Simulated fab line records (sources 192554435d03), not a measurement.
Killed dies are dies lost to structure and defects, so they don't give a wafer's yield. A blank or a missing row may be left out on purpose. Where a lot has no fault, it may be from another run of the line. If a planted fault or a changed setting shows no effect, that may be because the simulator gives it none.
Matching of chambers	flow n5_finfet	N5_BEOL_M12_ETCH_68 on rie_diel-01: 4 sister chambers
The step etches SOC in N2/H2, time 285 s. 4 wafers are shown with their chamber, then 7 later ones without.

WAFERS WITH THEIR CHAMBER
wafer	chamber	showerhead_plenum_p_Torr (Torr)
L084.4	1	2.50
L084.5	2	2.50
L090.1	0	2.43
L090.2	3	2.42

WAFERS WHOSE CHAMBER IS MISSING
wafer	showerhead_plenum_p_Torr (Torr)
L090.3	2.49
L091.1	2.49
L091.4	2.43
L091.6	2.42
L097.1	2.42
L097.4	2.42
L097.6	2.42

THE CHAMBER EACH PASSED THROUGH
wafer	from the rows above	in truth
L090.3	can't be placed: 1 or 2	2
L091.1	can't be placed: 1 or 2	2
L091.4	can't be placed: 0 or 3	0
L091.6	can't be placed: 3 or 0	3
L097.1	can't be placed: 3 or 0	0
L097.4	can't be placed: 3 or 0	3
L097.6	can't be placed: 3 or 0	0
Correct placement for 0 of the 7. Cannot be placed on the basis of these rows: 7; the candidates contain the true chamber in 7. Wrongly placed: 0.
How it was worked out, from the rows above alone: a wafer's distance from a chamber is the root of the sum, over the readings, of the square of ((its reading less the chamber's mean) divided by the reading's scatter). If the next closest chamber is less than 2 further off than the closest, the wafer can't be placed; otherwise it belongs to the closest. For every chamber, the mean is computed from those of its wafers that are shown. The scatter: root of mean squared gap, hidden wafer to nearest shown wafer, with one shown wafer a chamber.
